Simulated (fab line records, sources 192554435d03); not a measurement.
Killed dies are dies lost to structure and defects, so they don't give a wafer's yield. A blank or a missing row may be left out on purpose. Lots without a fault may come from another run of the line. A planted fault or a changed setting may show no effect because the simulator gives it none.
A struck lot beside a sound one | flow n5_finfet | 16 steps out of a route of 1938
Sound: wafers L763.3, L763.5, L763.6. Struck: wafers L771.1, L771.3, L771.6. The cause comes at the end.
At each step with rows: each side's tool, then ch and its chambers, then its first start. Under that, the readings that differ: sound wafers | struck wafers | difference of the means | sigmas: that difference in standard deviations of wafers without a fault.
alike: readings whose means differ by less than 2 such deviations, and words and numbers that are the same on both sides. not compared: withheld readings, readings that some wafer has no value for, bounds like >300 that may hide the same value, and numbers for which the record gives no deviation and whose values overlap.
The two part at a step that has a row with sigmas, a row that says differs or no value, or rows on one side only. Numbers that don't overlap but have no deviation are shown without sigmas and don't part them. A reading that every wafer of one side lacks parts them only if that side has two wafers or more.

first, 8 steps without rows for these wafers: N5_HKMG_FIN_COAT_41 (time 60 s, resist thk 300 nm); N5_HKMG_FIN_COAT_42 (time 60 s, resist thk 35 nm); N5_HKMG_FIN_COAT_43 (resist thk 90 nm); N5_HKMG_FIN_EBR_45; N5_HKMG_FIN_SOFTBAKE_44 (time 60 s); N5_HKMG_FIN_EXPOSE_46 (exposes mask NDIPOLE); N5_HKMG_FIN_PEB_47 (peb time 60 s); N5_HKMG_FIN_DEVELOP_48 (develop time 30 s).
N5_HKMG_FIN_CD_MEAS_49: target cd 202 nm.
  sound on cd_sem-01 ch 0, day 5 14:54; struck on cd_sem-03 ch 0, day 7 15:02
  alike: cd_nm
N5_HKMG_FIN_OVL_MEAS_50:
  sound on overlay-02 ch 0, day 5 14:56; struck on overlay-01 ch 0, day 7 15:04
  alike: NDIPOLE_OVL
N5_HKMG_FIN_INSPECT_61: inspects for defects (macro).
  sound on defect_inspect-02, day 5 14:57; struck on defect_inspect-02, day 7 15:05
  alike: raw_defect_count
N5_HKMG_FIN_DESCUM_53: chemistry O2, time 7.9 s.
  sound on rie_diel-05 ch 0,2,3, day 5 14:59; struck on rie_diel-06 ch 0,3, day 7 16:25
  alike: bias_power_w, chamber_pressure_mTorr, drypump_motor_current_A, oes_product_au, rf_vpp_V, showerhead_plenum_p_Torr, throttle_valve_pct
  not compared: rf_hours_counter_h
N5_HKMG_FIN_ETCH_54: etches SiARC in CF4, target depth 45.5 nm, time 75.8 s.
  sound on rie_diel-05 ch 0,2,3, day 5 15:01; struck on rie_diel-06 ch 0,3, day 7 16:26
  reading               | sound          | struck         | difference | sigmas
  etch_rf_on_time_s (s) | 75.9 77.5 75.9 | 89.6 89.8 90.4 | +13.5      | +12
  alike: chamber_pressure_mTorr, drypump_motor_current_A, oes_product_au, rf_vpp_V, showerhead_plenum_p_Torr, throttle_valve_pct
  not compared: rf_hours_counter_h
N5_HKMG_FIN_ETCH_55: etches SOC in N2/H2, target depth 240 nm, time 300 s.
  sound on rie_diel-05 ch 0,2,3, day 5 15:05; struck on rie_diel-06 ch 0,3, day 7 16:30
  alike: chamber_pressure_mTorr, drypump_motor_current_A, oes_product_au, rf_vpp_V, showerhead_plenum_p_Torr, throttle_valve_pct
  not compared: rf_hours_counter_h
-- the record jumps here: 4 days lie between the struck wafers' starts before and after (it left off in module HKMG_FIN and takes up again in module BEOL_M4, whose first step shown is number 1111 of the route) --
N5_BEOL_M4_RC_MEAS_101:
  sound on prober-01 ch 0, day 10 07:19; struck on prober-02 ch 0, day 12 04:28
  alike: DIBL_N, DIBL_P, IOFF_N, IOFF_P, ION_N, ION_P, SS_N, SS_P, VT_N, VT_P
N5_PASSIVATION_PROBE_49:
  the record has rows for the sound wafers here (prober-01, day 14 21:37) and none for the struck ones

WHERE THEY PART
First at N5_HKMG_FIN_ETCH_54; last, within this record, at N5_PASSIVATION_PROBE_49.

WHY: what the simulator had put in
Process parameter drift: rie_diel-06, from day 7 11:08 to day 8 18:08, at N5_HKMG_FIN_ETCH_54. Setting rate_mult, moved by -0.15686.
